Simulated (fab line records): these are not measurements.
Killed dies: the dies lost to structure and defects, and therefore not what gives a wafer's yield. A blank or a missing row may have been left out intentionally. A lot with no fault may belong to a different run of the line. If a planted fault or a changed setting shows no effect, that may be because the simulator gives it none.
Which tool did it? ; flow nand harc ; 72 wafers from 24 lots sampled at 6 of the route's 1302 steps

WHAT THE GAUGES READ, wafer by wafer
No reading from a measuring or inspecting step in the record can be judged against a usual standard deviation.

EACH LOT AND THE TOOL THAT RAN IT (in order: tool; ch and the chambers of the sampled wafers; start)
lot;NHARC_A_WL_FILL_ALD_19;NHARC_A_WL_FILL_CVD_20;NHARC_A_CONTACT_ETCH_51;NHARC_A_CONTACT_ETCH_114;NHARC_A_CONTACT_ETCH_119;NHARC_A_CONTACT_DEP_58
L077;ald metal-01 ch 0,3, day 21 23:09;cvd w-02 ch 0,1, day 22 11:19 or earlier;rie diel-02 ch 0,1,2, day 22 11:19 or earlier;har cap etch-03 ch 0,1, day 22 11:19;har cap etch-03 ch 0,1, day 22 12:10;pecvd-01 ch 0,1,2, day 22 18:18
L074;ald metal-02 ch 0,3, day 22 03:36;cvd w-02 ch 1, day 22 14:10 or earlier;rie diel-03 ch 1,2, day 22 14:10 or earlier;har cap etch-01 ch 0,1, day 22 14:10;har cap etch-01 ch 0,1, day 22 15:01;pecvd-01 ch 0,1,2, day 22 21:52
L075;ald metal-04 ch 0,1,2, day 22 08:53;cvd w-02 ch 0,1, day 22 18:02 or earlier;rie diel-10 ch 0,2,3, day 22 18:02 or earlier;har cap etch-02 ch 0,1, day 22 18:02;har cap etch-02 ch 0,1, day 22 18:53;pecvd-01 ch 0,1, day 23 01:02
L076;ald metal-04 ch 0,2,3, day 22 15:57;cvd w-01 ch 0,1, day 23 02:20 or earlier;rie diel-10 ch 1,2,3, day 23 02:20 or earlier;har cap etch-03 ch 0,1, day 23 02:20;har cap etch-03 ch 0,1, day 23 03:11;pecvd-03 ch 0,1, day 23 09:42
L078;ald metal-04 ch 2,3, day 23 03:30;cvd w-01 ch 0,1, day 23 12:59 or earlier;rie diel-02 ch 2,3, day 23 12:59 or earlier;har cap etch-02 ch 0,1, day 23 12:59;har cap etch-02 ch 0,1, day 23 14:08;pecvd-02 ch 0,1, day 23 20:44
L079;ald metal-02 ch 2,3, day 23 03:32;cvd w-02 ch 0, day 23 13:01 or earlier;rie diel-10 ch 0,1,3, day 23 13:01 or earlier;har cap etch-03 ch 0, day 23 13:01;har cap etch-03 ch 0, day 23 13:53;pecvd-01 ch 1,2, day 23 23:58
L080;ald metal-04 ch 0,3, day 23 15:44;cvd w-02 ch 0,1, day 24 02:14 or earlier;rie diel-03 ch 2,3, day 24 02:14 or earlier;har cap etch-01 ch 0,1, day 24 02:14;har cap etch-01 ch 0,1, day 24 03:05;pecvd-03 ch 0,1,2, day 24 15:11
L081;ald metal-02 ch 0,1,3, day 23 15:45;cvd w-01 ch 0,1, day 24 01:57 or earlier;rie diel-10 ch 1,2,3, day 24 01:57 or earlier;har cap etch-03 ch 0,1, day 24 01:57;har cap etch-03 ch 0,1, day 24 02:49;pecvd-03 ch 0,1, day 24 13:38
L082;ald metal-04 ch 0,1,3, day 25 01:26;cvd w-02 ch 0,1, day 25 10:37 or earlier;rie diel-03 ch 0,1,2, day 25 10:37 or earlier;har cap etch-03 ch 0,1, day 25 10:37;har cap etch-03 ch 0,1, day 25 11:28;pecvd-01 ch 0,1,2, day 25 17:38
L084;ald metal-04 ch 1,3, day 25 11:52;cvd w-01 ch 0,1, day 25 20:58 or earlier;rie diel-03 ch 0,1,2, day 25 20:58 or earlier;har cap etch-01 ch 0, day 25 20:58;har cap etch-01 ch 0, day 25 22:06;pecvd-02 ch 1,2, day 26 06:13
L083;ald metal-01 ch 0,2,3, day 25 11:52;cvd w-02 ch 0,1, day 25 21:02 or earlier;rie diel-10 ch 0,1,3, day 25 21:02 or earlier;har cap etch-03 ch 0,1, day 25 21:02;har cap etch-03 ch 0,1, day 25 21:54;pecvd-03 ch 0,1,2, day 26 05:10
L085;ald metal-01 ch 0,1,3, day 25 17:18;cvd w-02 ch 0,1, day 26 07:19 or earlier;rie diel-02 ch 0,2,3, day 26 07:19 or earlier;har cap etch-03 ch 0,1, day 26 07:19;har cap etch-03 ch 0,1, day 26 08:10;pecvd-01 ch 0,1, day 26 16:53
L086;ald metal-04 ch 0,2,3, day 26 04:17;cvd w-01 ch 0,1, day 26 15:09 or earlier;rie diel-03 ch 2,3, day 26 15:09 or earlier;har cap etch-03 ch 0,1, day 26 15:09;har cap etch-03 ch 0,1, day 26 16:00;pecvd-03 ch 1,2, day 26 22:26
L087;ald metal-02 ch 0,3, day 26 09:06;cvd w-02 ch 0,1, day 26 18:03 or earlier;rie diel-03 ch 1,2, day 26 18:03 or earlier;har cap etch-01 ch 0,1, day 26 18:03;har cap etch-01 ch 0,1, day 26 18:54;pecvd-01 ch 1,2, day 27 01:31
L088;ald metal-04 ch 2, day 27 05:10;cvd w-01 ch 0,1, day 27 05:44;rie diel-10 ch 1,2,3, day 27 14:55 or earlier;har cap etch-02 ch 0,1, day 27 14:55;har cap etch-02 ch 0,1, day 27 15:46;pecvd-03 ch 0,1,2, day 28 00:48
L089;ald metal-01 ch 1,2,3, day 27 05:13;cvd w-02 ch 0,1, day 27 14:43 or earlier;rie diel-02 ch 0,2,3, day 27 14:43 or earlier;har cap etch-01 ch 1, day 27 14:43;har cap etch-01 ch 1, day 27 15:34;pecvd-01 ch 0,1,2, day 27 22:45
L090;ald metal-02 ch 0,1,2, day 28 16:18;cvd w-01 ch 0,1, day 29 01:31 or earlier;rie diel-03 ch 0,1,2, day 29 01:31 or earlier;har cap etch-01 ch 0,1, day 29 01:31;har cap etch-01 ch 0,1, day 29 02:22;pecvd-03 ch 1,2, day 29 11:40
L092;ald metal-02 ch 0,1,3, day 28 23:54;cvd w-02 ch 0,1, day 29 10:06 or earlier;rie diel-03 ch 0,2,3, day 29 10:06 or earlier;har cap etch-02 ch 0,1, day 29 10:06;har cap etch-02 ch 0,1, day 29 10:57;pecvd-01 ch 0,2, day 29 18:33
L091;ald metal-04 ch 0,1,2, day 28 23:55;cvd w-01 ch 0,1, day 29 13:14 or earlier;rie diel-03 ch 0,1,3, day 29 13:14 or earlier;har cap etch-03 ch 0,1, day 29 13:14;har cap etch-03 ch 0,1, day 29 14:05;pecvd-02 ch 0,1,2, day 29 20:12
L094;ald metal-04 ch 2,3, day 29 04:23;cvd w-02 ch 0,1, day 29 18:31 or earlier;rie diel-02 ch 0,2,3, day 29 18:31 or earlier;har cap etch-03 ch 0,1, day 29 18:31;har cap etch-03 ch 0,1, day 29 19:22;pecvd-01 ch 0,1,2, day 30 01:27
L093;ald metal-01 ch 0,2,3, day 29 04:23;cvd w-01 ch 0,1, day 29 16:08 or earlier;rie diel-03 ch 0,1,2, day 29 16:08 or earlier;har cap etch-02 ch 0,1, day 29 16:08;har cap etch-02 ch 0,1, day 29 16:59;pecvd-01 ch 1,2, day 29 23:23
L095;ald metal-02 ch 0,3, day 30 09:07;cvd w-02 ch 0,1, day 30 19:55 or earlier;rie diel-03 ch 1,2,3, day 30 19:55 or earlier;har cap etch-02 ch 0,1, day 30 19:55;har cap etch-02 ch 0,1, day 30 20:46;pecvd-03 ch 0,2, day 31 03:40
L097;ald metal-04 ch 0,3, day 30 12:51;cvd w-02 ch 0,1, day 31 00:38 or earlier;rie diel-03 ch 0,1,3, day 31 00:38 or earlier;har cap etch-01 ch 0,1, day 31 00:38;har cap etch-01 ch 0,1, day 31 01:29;pecvd-01 ch 1,2, day 31 08:46
L096;ald metal-01 ch 1,3, day 31 02:26;cvd w-01 ch 0,1, day 31 12:46 or earlier;rie diel-02 ch 0,1, day 31 12:46 or earlier;har cap etch-01 ch 0,1, day 31 12:46;har cap etch-01 ch 0,1, day 31 13:37;pecvd-01 ch 1,2, day 32 03:02
- NHARC_A_WL_FILL_ALD_19: deposits TiN, target thk 2 nm, pulse time 3 s, ald cycles 100.
- NHARC_A_WL_FILL_CVD_20: deposits W, target thk 100 nm, time 74 s.
- NHARC_A_CONTACT_ETCH_51: etches the open film in O2/COS, target depth 7000 nm, time 1820 s.
- NHARC_A_CONTACT_ETCH_114: etches the open film in C4F8/O2/Ar, time 190 s, target depth 1850 nm.
- NHARC_A_CONTACT_ETCH_119: etches the open film in C4F8/O2/Ar, time 190 s, target depth 1850 nm.
- NHARC_A_CONTACT_DEP_58: deposits SiON, target thk 90 nm.

WHAT THE TOOLS THEMSELVES READ (means of the sampled wafers that have a number; where no wafer has one, the mark that the record gives instead)
NHARC_A_WL_FILL_ALD_19. Usual: heater power w 1046 W, standard deviation 130; precursor pulse height rel 0.997, standard deviation 0.022.
lot;tool;heater power w (W);precursor pulse height rel;flag
L077;ald metal-01;1054;0.998;
L074;ald metal-02;1048;1.000;
L075;ald metal-04;1019;1.011;
L076;ald metal-04;998;0.983;
L078;ald metal-04;1003;1.013;
L079;ald metal-02;1217;0.985;
L080;ald metal-04;999;0.978;
L081;ald metal-02;1130;1.004;
L082;ald metal-04;1068;1.014;
L084;ald metal-04;1115;0.984;
L083;ald metal-01;989;1.010;
L085;ald metal-01;972;0.984;
L086;ald metal-04;972;0.996;
L087;ald metal-02;1005;0.995;
L088;ald metal-04;932;1.021;
L089;ald metal-01;994;0.994;
L090;ald metal-02;1175;0.991;
L092;ald metal-02;1118;0.985;
L091;ald metal-04;1012;1.014;
L094;ald metal-04;1032;1.012;
L093;ald metal-01;1002;0.993;
L095;ald metal-02;1059;0.997;
L097;ald metal-04;1067;1.000;
L096;ald metal-01;954;0.994;

NHARC_A_WL_FILL_CVD_20. Usual: heater power w 773 W, standard deviation 46; mfc wf6 sccm 39.98 sccm, standard deviation 0.13; throttle valve pct 7.73 %, standard deviation 0.26.
lot;tool;heater power w (W);mfc wf6 sccm (sccm);throttle valve pct (%);flag
L077;cvd w-02;794;39.97;7.56;
L074;cvd w-02;780;39.98;7.59;
L075;cvd w-02;805;39.91;7.59;
L076;cvd w-01;755;40.21;7.83;
L078;cvd w-01;727;40.02;8.09;
L079;cvd w-02;809;40.05;7.64;
L080;cvd w-02;815;40.03;7.72;
L081;cvd w-01;720;40.01;8.17;
L082;cvd w-02;804;39.91;7.55;
L084;cvd w-01;731;39.84;7.94;
L083;cvd w-02;795;39.90;7.73;
L085;cvd w-02;803;39.92;7.43;
L086;cvd w-01;763;40.16;7.79;
L087;cvd w-02;800;39.87;7.87;
L088;cvd w-01;750;40.04;7.94;
L089;cvd w-02;805;40.05;7.71;
L090;cvd w-01;767;40.05;8.02;
L092;cvd w-02;781;39.95;7.60;
L091;cvd w-01;760;39.93;7.93;
L094;cvd w-02;790;39.96;7.48;
L093;cvd w-01;739;39.90;8.02;
L095;cvd w-02;794;39.85;7.44;
L097;cvd w-02;792;39.98;7.42;
L096;cvd w-01;777;39.97;7.90;

NHARC_A_CONTACT_ETCH_51. Usual: bias w 299.9 W, standard deviation 0.98; drypump motor current A 5.7 A, standard deviation 0.47; o2 flow sccm 399.8 sccm, standard deviation 1.3; oes product au 1.001 a.u., standard deviation 0.011; rf fwd power W 499.9 W, standard deviation 1.4; rf vpp V 314.1 V, standard deviation 2.1; showerhead plenum p Torr 3.12 Torr, standard deviation 0.14; throttle valve pct 28.330 %, standard deviation 0.0097.
lot;tool;bias w (W);drypump motor current A (A);o2 flow sccm (sccm);oes product au (a.u.);rf fwd power W (W);rf vpp V (V);showerhead plenum p Torr (Torr);throttle valve pct (%);flag
L077;rie diel-02;299.9;5.5;399.9;0.997;500.9;314.9;3.19;28.342;
L074;rie diel-03;300.5;6.2;399.7;1.004;500.2;314.0;3.06;28.323;
L075;rie diel-10;299.5;5.3;400.0;1.007;498.7;313.3;3.10;28.329;
L076;rie diel-10;299.6;5.2;399.3;1.007;500.3;312.2;2.97;28.322;
L078;rie diel-02;300.3;5.5;398.0;0.989;500.3;314.9;3.22;28.337;
L079;rie diel-10;299.4;5.6;401.5;1.009;500.6;313.0;3.07;28.335;
L080;rie diel-03;300.8;6.0;399.3;1.005;498.7;316.3;3.25;28.323;
L081;rie diel-10;300.6;5.2;400.9;1.005;498.7;312.0;2.96;28.334;
L082;rie diel-03;300.1;6.0;400.3;1.000;499.9;313.3;3.05;28.335;
L084;rie diel-03;298.6;6.0;398.6;1.003;498.7;312.8;3.05;28.327;
L083;rie diel-10;300.5;5.6;398.6;1.011;500.9;314.5;3.06;28.330;
L085;rie diel-02;300.1;5.5;400.4;1.001;499.0;315.5;3.18;28.317;
L086;rie diel-03;299.9;6.1;399.5;0.999;499.9;315.7;3.22;28.325;
L087;rie diel-03;299.8;6.2;399.9;1.004;499.1;314.0;3.12;28.335;
L088;rie diel-10;300.6;5.2;400.6;1.009;500.7;313.9;3.10;28.327;
L089;rie diel-02;300.3;5.5;399.7;1.002;500.6;315.0;3.17;28.326;
L090;rie diel-03;300.1;6.0;398.4;1.003;498.3;313.4;3.04;28.335;
L092;rie diel-03;299.8;5.9;399.2;0.989;500.9;314.2;3.14;28.333;
L091;rie diel-03;300.2;5.9;398.9;0.997;501.2;313.4;3.07;28.333;
L094;rie diel-02;299.3;5.5;399.9;0.999;498.9;314.8;3.16;28.325;
L093;rie diel-03;300.4;6.0;399.1;0.994;498.6;313.6;3.04;28.331;
L095;rie diel-03;300.3;6.1;400.2;1.001;499.3;314.9;3.14;28.332;
L097;rie diel-03;299.8;5.9;399.4;0.993;499.5;314.1;3.07;28.336;
L096;rie diel-02;300.4;5.2;400.9;1.011;500.0;315.4;3.23;28.327;

NHARC_A_CONTACT_DEP_58. Usual: heater power w 748 W, standard deviation 96; rf fwd power W 348.2 W, standard deviation 1.2.
lot;tool;heater power w (W);rf fwd power W (W);flag
L077;pecvd-01;717;347.4;
L074;pecvd-01;761;349.1;
L075;pecvd-01;819;348.9;
L076;pecvd-03;679;349.3;
L078;pecvd-02;766;347.2;
L079;pecvd-01;741;348.6;
L080;pecvd-03;698;347.7;
L081;pecvd-03;704;348.7;
L082;pecvd-01;792;347.6;
L084;pecvd-02;742;347.8;
L083;pecvd-03;726;347.8;
L085;pecvd-01;879;348.1;
L086;pecvd-03;752;348.9;
L087;pecvd-01;673;348.6;
L088;pecvd-03;735;347.6;
L089;pecvd-01;760;349.0;
L090;pecvd-03;787;346.7;
L092;pecvd-01;920;348.4;
L091;pecvd-02;748;347.3;
L094;pecvd-01;774;348.1;
L093;pecvd-01;734;349.4;
L095;pecvd-03;698;347.8;
L097;pecvd-01;747;349.2;
L096;pecvd-01;770;348.1;

THE ANSWER, worked out from the rows above alone
Rule: lot off if the mean of its wafers having a number is beyond 3 standard deviations from the usual mean. Also off: a lot with no number at a reading for which 4 or more lots have one. The other lots that the step has rows for count as sound. Order of review: gauges by route order, followed by the tools' own readings, for which a lot's mean as printed above is used. The first step at which some lot is off is used, and at that step the reading that is off furthest; a lot without a number counts as furthest.
None of the lots is off at any reading shown; this tells nothing.

WHAT THE SIMULATOR HAD PUT IN
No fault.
